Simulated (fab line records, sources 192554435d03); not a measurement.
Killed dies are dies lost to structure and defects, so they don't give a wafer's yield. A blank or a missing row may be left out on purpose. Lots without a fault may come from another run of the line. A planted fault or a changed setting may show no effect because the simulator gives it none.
Chamber matching | flow n5_finfet | N5_BEOL_M0_SAQP_MANDREL1_REMOVE_100 on rie_si-03: 4 sister chambers
The step chemistry HBr/Cl2/O2, target a-Si, stops on SiNx, bt time 10 s. 8 wafers are shown with their chamber, then 7 later ones without.

WAFERS WITH THEIR CHAMBER
wafer  | chamber | throttle_valve_pct (%) | drypump_motor_current_A (A)
L074.6 | 0       | 36.81                  | 5.42
L077.1 | 2       | 36.59                  | 5.82
L077.4 | 3       | 36.84                  | 6.10
L079.6 | 3       | 36.82                  | 6.03
L083.5 | 2       | 36.60                  | 5.82
L083.6 | 1       | 36.41                  | 5.61
L084.3 | 0       | 36.80                  | 5.39
L084.5 | 1       | 36.40                  | 5.62

WAFERS WITHOUT THEIR CHAMBER
wafer  | throttle_valve_pct (%) | drypump_motor_current_A (A)
L084.6 | 36.80                  | 5.39
L086.4 | 36.85                  | 6.08
L086.5 | 36.40                  | 5.60
L086.6 | 36.58                  | 5.83
L087.3 | 36.81                  | 5.40
L087.4 | 36.83                  | 6.09
L087.6 | 36.80                  | 5.41

WHICH CHAMBER EACH WENT THROUGH
wafer  | from the rows above | in truth
L084.6 | 0                   | 0
L086.4 | 3                   | 3
L086.5 | 1                   | 1
L086.6 | 2                   | 2
L087.3 | 0                   | 0
L087.4 | 3                   | 3
L087.6 | 0                   | 0
Placed correctly: 7 of 7. Can't be placed from these rows: 0. Placed wrongly: 0.
How it was worked out, from the rows above alone: a wafer's distance from a chamber is the root of the sum, over the readings, of the square of ((its reading less the chamber's mean) divided by the reading's scatter). The wafer belongs to the nearest chamber; if the next one is less than 2 further off, it can't be placed. A chamber's mean is the mean of its shown wafers. The scatter: the root of (the sum of the squares of (reading less its chamber's mean) over the shown wafers, divided by (wafers less chambers)).
